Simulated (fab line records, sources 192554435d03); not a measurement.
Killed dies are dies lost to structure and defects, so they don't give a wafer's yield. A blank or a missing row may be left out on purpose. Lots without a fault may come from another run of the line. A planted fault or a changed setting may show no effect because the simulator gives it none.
Chamber matching | flow n5_finfet | N5_BEOL_M7_CMP_52 on cmp-02: 4 sister chambers
The step polishes, stops on SiCOH lowk, t overpolish 6.9 s, target thk 80 nm. 4 wafers are shown with their chamber, then 7 later ones without.

WAFERS WITH THEIR CHAMBER
wafer  | chamber | motor_current_A (A)
L948.5 | 0       | 5.8
L952.5 | 2       | 6.6
L959.4 | 3       | 5.0
L959.5 | 1       | 6.4

WAFERS WITHOUT THEIR CHAMBER
wafer  | motor_current_A (A)
L959.6 | 6.8
L961.3 | 5.0
L961.4 | 6.6
L961.5 | 6.2
L958.1 | 7.3
L958.5 | 6.6
L958.6 | 5.0

WHICH CHAMBER EACH WENT THROUGH
wafer  | from the rows above          | in truth
L959.6 | can't be placed: 2 or 1      | 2
L961.3 | 3                            | 3
L961.4 | can't be placed: 2 or 1      | 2
L961.5 | can't be placed: 1 or 2 or 0 | 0
L958.1 | can't be placed: 2 or 1      | 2
L958.5 | can't be placed: 2 or 1      | 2
L958.6 | 3                            | 3
Placed correctly: 2 of 7. Can't be placed from these rows: 5 (the true chamber is among the candidates in 5). Placed wrongly: 0.
How it was worked out, from the rows above alone: a wafer's distance from a chamber is the root of the sum, over the readings, of the square of ((its reading less the chamber's mean) divided by the reading's scatter). The wafer belongs to the nearest chamber; if the next one is less than 2 further off, it can't be placed. A chamber's mean is the mean of its shown wafers. The scatter: with one shown wafer a chamber, the root of the mean of the squares of how far each hidden wafer lies from its nearest shown one.
